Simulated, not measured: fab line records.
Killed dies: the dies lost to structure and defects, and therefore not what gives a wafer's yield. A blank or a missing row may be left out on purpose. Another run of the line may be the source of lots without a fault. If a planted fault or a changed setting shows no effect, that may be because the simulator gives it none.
One fault through the eyes of 2 desks -- flow n5_finfet -- only its own numbers are on each desk; what lay behind them is given at the end

## METROLOGY DESK
What the gauges read, lot by lot, whatever tool the lot ran on: means of the sampled wafers that have a number. If a lot's mean is further than 4 standard deviations from the usual mean, the lot is out of limits and carries the mark OUT (the distance appears in the brackets).
Columns: A = trench_depth_nm at N5_BEOL_M10_OCD_MEAS_38, usual 147.7 nm
lot,first seen here,A
L220,day 10 14:54,145.6
L223,day 11 02:04,146.1
L226,day 12 04:56,147.6
L228,day 12 18:37,149.2
L230,day 13 05:13,148.2
L231,day 13 22:43,146.7
L235,day 14 00:58,150.2
L236,day 14 18:10,147.0
L239,day 15 11:01,148.7
L242,day 15 20:23,148.6
This desk's finding: nothing out of limits on any of the 10 lots.

## TOOL OWNER'S DESK, rie_diel-01
The tool's own readings at N5_BEOL_M10_STRIP_77 (strips in N2/H2, time 10 s): means of the sampled wafers that have a number, for each lot that ran on this tool. If a lot's mean is further than 4 standard deviations from the usual mean, the lot is out of limits and carries the mark OUT (the distance appears in the brackets).
Columns: A = bias_power_w at N5_BEOL_M10_STRIP_77, usual 7.003 W; B = chamber_pressure_mTorr at N5_BEOL_M10_STRIP_77, usual 20.000 mTorr; C = drypump_motor_current_A at N5_BEOL_M10_STRIP_77, usual 5.7 A; D = oes_product_au at N5_BEOL_M10_STRIP_77, usual 0.79 a.u.; E = rf_vpp_V at N5_BEOL_M10_STRIP_77, usual 59.2 V; F = showerhead_plenum_p_Torr at N5_BEOL_M10_STRIP_77, usual 2.55 Torr; G = throttle_valve_pct at N5_BEOL_M10_STRIP_77, usual 23.51 %
lot,first seen here,A,B,C,D,E,F,G
L223,day 11 01:59,7.014,19.983,5.6,0.80,58.9,2.56,23.28
L228,day 12 18:32,7.010,19.989,5.3,0.81,59.2,2.64,23.36
L230,day 13 05:07,6.982,20.005,5.5,0.74,59.8,2.58,23.50
L235,day 14 00:53,6.999,14.023 (-99 or more) OUT,5.3,0.77,59.3,2.66,23.57
L236,day 14 18:05,6.989,14.006 (-99 or more) OUT,5.5,0.74,59.4,2.58,23.51
This desk finds L235, L236 out of limits, L235 being first, at day 14 00:53 (chamber_pressure_mTorr at N5_BEOL_M10_STRIP_77). Within limits: L223, L228, L230.

## TAKEN TOGETHER
On L235, L236, at day 14 00:53, an alarm was possible from the tool owner's desk.
At the metrology desk, nothing out of limits was observed.
The metrology desk holds a record of L235, L236, inside its limits.
N5_BEOL_M10_STRIP_77 was run on rie_diel-01 by each of the lots named.

## WHAT HAD BEEN PUT IN BY THE SIMULATOR
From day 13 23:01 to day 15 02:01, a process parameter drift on rie_diel-01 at N5_BEOL_M10_STRIP_77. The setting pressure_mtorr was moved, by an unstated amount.
Shown lots that were struck: L235, L236.
Hours from the fault's start to each desk's first reading out of limits: the tool owner's desk, 2.
